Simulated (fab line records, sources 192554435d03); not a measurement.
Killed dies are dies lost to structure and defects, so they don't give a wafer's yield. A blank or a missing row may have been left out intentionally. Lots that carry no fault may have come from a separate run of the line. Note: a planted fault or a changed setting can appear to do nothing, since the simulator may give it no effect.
Chamber matching :: flow n5 finfet :: N5_BEOL_M5_TRENCH_ETCH_37 on rie diel-03 has 4 sister chambers
The step etches SiCOH lowk in C4F6/O2, target depth 71.652 nm, time 24.7 s. 16 wafers are shown with their chamber, then 7 later ones without.

WAFERS PAIRED WITH THEIR CHAMBERS
wafer: L917.2
chamber: 1
drypump motor current A (A): 4.8
showerhead plenum p Torr (Torr): 2.91
rf vpp V (V): 688

wafer: L917.3
chamber: 3
drypump motor current A (A): 6.6
showerhead plenum p Torr (Torr): 2.85
rf vpp V (V): 657

wafer: L917.4
chamber: 2
drypump motor current A (A): 5.7
showerhead plenum p Torr (Torr): 2.92
rf vpp V (V): 659

wafer: L919.3
chamber: 1
drypump motor current A (A): 4.7
showerhead plenum p Torr (Torr): 2.91
rf vpp V (V): 685

wafer: L919.4
chamber: 3
drypump motor current A (A): 6.6
showerhead plenum p Torr (Torr): 2.85
rf vpp V (V): 657

wafer: L919.6
chamber: 2
drypump motor current A (A): 5.7
showerhead plenum p Torr (Torr): 2.92
rf vpp V (V): 661

wafer: L918.1
chamber: 2
drypump motor current A (A): 5.7
showerhead plenum p Torr (Torr): 2.92
rf vpp V (V): 660

wafer: L918.5
chamber: 0
drypump motor current A (A): 5.3
showerhead plenum p Torr (Torr): 2.77
rf vpp V (V): 684

wafer: L922.2
chamber: 3
drypump motor current A (A): 6.6
showerhead plenum p Torr (Torr): 2.84
rf vpp V (V): 658

wafer: L922.4
chamber: 3
drypump motor current A (A): 6.6
showerhead plenum p Torr (Torr): 2.84
rf vpp V (V): 658

wafer: L922.6
chamber: 3
drypump motor current A (A): 6.6
showerhead plenum p Torr (Torr): 2.84
rf vpp V (V): 657

wafer: L924.1
chamber: 2
drypump motor current A (A): 5.7
showerhead plenum p Torr (Torr): 2.91
rf vpp V (V): 659

wafer: L924.2
chamber: 0
drypump motor current A (A): 5.3
showerhead plenum p Torr (Torr): 2.77
rf vpp V (V): 686

wafer: L924.5
chamber: 1
drypump motor current A (A): 4.8
showerhead plenum p Torr (Torr): 2.90
rf vpp V (V): 685

wafer: L928.1
chamber: 2
drypump motor current A (A): 5.7
showerhead plenum p Torr (Torr): 2.91
rf vpp V (V): 659

wafer: L928.4
chamber: 3
drypump motor current A (A): 6.6
showerhead plenum p Torr (Torr): 2.84
rf vpp V (V): 657

SIGNATURES (averages over the wafers above)
reading: drypump motor current A
chamber 0: 5.300
chamber 1: 4.767
chamber 2: 5.700
chamber 3: 6.600
scatter within a chamber: 0.0236

reading: showerhead plenum p Torr
chamber 0: 2.7700
chamber 1: 2.9067
chamber 2: 2.9160
chamber 3: 2.8433
scatter within a chamber: 0.00516

reading: rf vpp V
chamber 0: 685.00
chamber 1: 686.00
chamber 2: 659.60
chamber 3: 657.33
scatter within a chamber: 1.02
Rule: distance of a wafer from a chamber = root of the sum over the readings of ((wafer's reading minus chamber's mean) / reading's scatter) squared. The wafer belongs to the nearest chamber; if the next one is less than 2 further off, it can't be placed. The scatter is the square root of a quotient: the sum, over the shown wafers, of each reading's squared deviation from its chamber's mean, divided by wafers minus chambers.

WAFERS WITH NO CHAMBER GIVEN
wafer: L928.5
drypump motor current A (A): 4.8
showerhead plenum p Torr (Torr): 2.90
rf vpp V (V): 685

wafer: L929.5
drypump motor current A (A): 5.7
showerhead plenum p Torr (Torr): 2.91
rf vpp V (V): 659

wafer: L929.6
drypump motor current A (A): 6.6
showerhead plenum p Torr (Torr): 2.83
rf vpp V (V): 657

wafer: L938.1
drypump motor current A (A): 5.3
showerhead plenum p Torr (Torr): 2.76
rf vpp V (V): 684

wafer: L938.4
drypump motor current A (A): 4.8
showerhead plenum p Torr (Torr): 2.89
rf vpp V (V): 685

wafer: L938.5
drypump motor current A (A): 6.6
showerhead plenum p Torr (Torr): 2.83
rf vpp V (V): 657

wafer: L937.3
drypump motor current A (A): 5.3
showerhead plenum p Torr (Torr): 2.76
rf vpp V (V): 684

EACH ONE'S CHAMBER
wafer: L928.5
from the rows above: 1
in truth: 1

wafer: L929.5
from the rows above: 2
in truth: 2

wafer: L929.6
from the rows above: 3
in truth: 3

wafer: L938.1
from the rows above: 0
in truth: 0

wafer: L938.4
from the rows above: 1
in truth: 1

wafer: L938.5
from the rows above: 3
in truth: 3

wafer: L937.3
from the rows above: 0
in truth: 0
Correctly placed: 7 of 7. Number that these rows cannot place: 0. Number placed wrongly: 0.
